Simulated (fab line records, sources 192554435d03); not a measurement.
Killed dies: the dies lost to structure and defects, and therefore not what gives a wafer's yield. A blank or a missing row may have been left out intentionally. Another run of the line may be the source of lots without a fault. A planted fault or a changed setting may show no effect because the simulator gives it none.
Comparing a struck lot with a sound one / flow n5Finfet / 18 out of 1938 route steps
Sound: these wafers, L187.2, L187.4, L187.5. Struck: wafers L199.1, L199.5 (left out: L199.2, a lot-mate that was not struck); the cause follows at the end.
Per side, at each step with rows, come the tool, then ch with its chambers, and then its first start. Under that, the readings that differ: sound wafers / struck wafers / difference of the means / sigmas: that difference in standard deviations of wafers without a fault.
alike: words and numbers the same on both sides, and readings whose means are apart by under 2 such deviations; not compared: readings that were withheld, readings missing a value for some wafer, numbers with overlapping values and no deviation given by the record, and bounds like >300 which may hide the same value.
The two part at a step that has a row with sigmas, a row that says differs or no value, or rows on one side only. Non-overlapping numbers with no deviation appear without sigmas and do not part them. Lack of a reading on every wafer of one side parts them only where that side has two or more wafers.

first, 6 steps without rows for these wafers: N5_BEOL_M7_COAT_22 (resist thk 30 nm); N5_BEOL_M7_EBR_24; N5_BEOL_M7_SOFTBAKE_23 (time 60 s); N5_BEOL_M7_EXPOSE_25 (exposes mask V6, target cd 40 nm); N5_BEOL_M7_PEB_26 (peb time 60 s); N5_BEOL_M7_DEVELOP_27 (develop time 30 s).
N5_BEOL_M7_CD_MEAS_28: the cd target is 40 nm.
  sound on cdSem-03 ch 0, day 10 12:35; struck on cdSem-01 ch 0, day 13 18:28
  alike: cdNm
N5_BEOL_M7_OVL_MEAS_29:
  sound on overlay-01 ch 0, day 10 12:37; struck on overlay-02 ch 0, day 13 18:30
  alike: V6_OVL
N5_BEOL_M7_INSPECT_30: inspects for defects (brightfield).
  sound on defectInspect-02 at day 10 12:40; struck on defectInspect-01 at day 13 18:34
  alike: rawDefectCount
N5_BEOL_M7_DESCUM_33: chemistry O2, time 7 s.
  sound on rieDiel-03 ch 0,1,3, day 10 12:42; struck on rieDiel-01 ch 0,3, day 13 18:40
  alike: drypumpMotorCurrentA, oesProductAu, rfFwdPowerW, rfVppV, showerheadPlenumPTorr, throttleValvePct
  not compared: rfHoursCounterH
N5_BEOL_M7_ETCH_72: etches underlayer in N2/H2, target depth 6.5 nm, time 5.2 s.
  sound on rieDiel-03 ch 0,1,3, day 10 12:44; struck on rieDiel-01 ch 0,3, day 13 18:42
  alike: drypumpMotorCurrentA, etchRfOnTimeS, oesProductAu, rfFwdPowerW, rfVppV, showerheadPlenumPTorr, throttleValvePct
  not compared: rfHoursCounterH
N5_BEOL_M7_ETCH_65: etches SiARC in CF4, target depth 15.6 nm, time 26 s.
  sound on rieDiel-03 ch 0,1,3, day 10 12:45; struck on rieDiel-01 ch 0,3, day 13 18:43
  alike: drypumpMotorCurrentA, etchRfOnTimeS, oesProductAu, rfFwdPowerW, rfVppV, showerheadPlenumPTorr, throttleValvePct
  not compared: rfHoursCounterH
N5_BEOL_M7_ETCH_66: etches SOC in N2/H2, target depth 80 nm, overetch 16 nm, time 120 s.
  sound on rieDiel-03 ch 0,1,3, day 10 12:47; struck on rieDiel-01 ch 0,3, day 13 18:44
reading=model.SiARC_of_BEOL_M7_COAT_64.thkNm (nm); sound=6.4 6.6 6.2; struck=2.8 3.4; difference=-3.3; sigmas=
reading=model.BEOL_M7.cdNm (nm); sound=39.4 39.6 39.8; struck=41.4 42.2; difference=+2.2; sigmas=
  alike: drypumpMotorCurrentA, oesProductAu, rfFwdPowerW, rfVppV, showerheadPlenumPTorr, throttleValvePct
  not compared: rfHoursCounterH
then, 2 steps without rows for these wafers: N5_BEOL_M7_STRIP_69 (strips in N2/H2); N5_BEOL_M7_STRIP_73 (strips in N2/H2).
N5_BEOL_M7_VIA_ETCH_34: etches SiCOH lowk in C4F6/O2, target depth 125.5 nm, time 50.5 s.
  sound on rieDiel-03 ch 0,1,3, day 10 12:53; struck on rieDiel-01 ch 0,3, day 13 18:50
reading=model.BEOL_M7.cdNm (nm); sound=39.4 39.6 40; struck=41.4 42; difference=+2.0; sigmas=
  alike: C4F6_flow_sccm, drypumpMotorCurrentA, oes_f_703_au, oesProductAu, rfFwdPowerW, rfVppV, showerheadPlenumPTorr, throttleValvePct
  not compared: rfHoursCounterH
then, 2 steps without rows for these wafers: N5_BEOL_M7_STRIP_76 (strips in C4F6/O2); N5_PASSIVATION_PROBE_49.

## WHERE THEY PART
Nowhere in this record.

WHY: the cause the simulator had injected
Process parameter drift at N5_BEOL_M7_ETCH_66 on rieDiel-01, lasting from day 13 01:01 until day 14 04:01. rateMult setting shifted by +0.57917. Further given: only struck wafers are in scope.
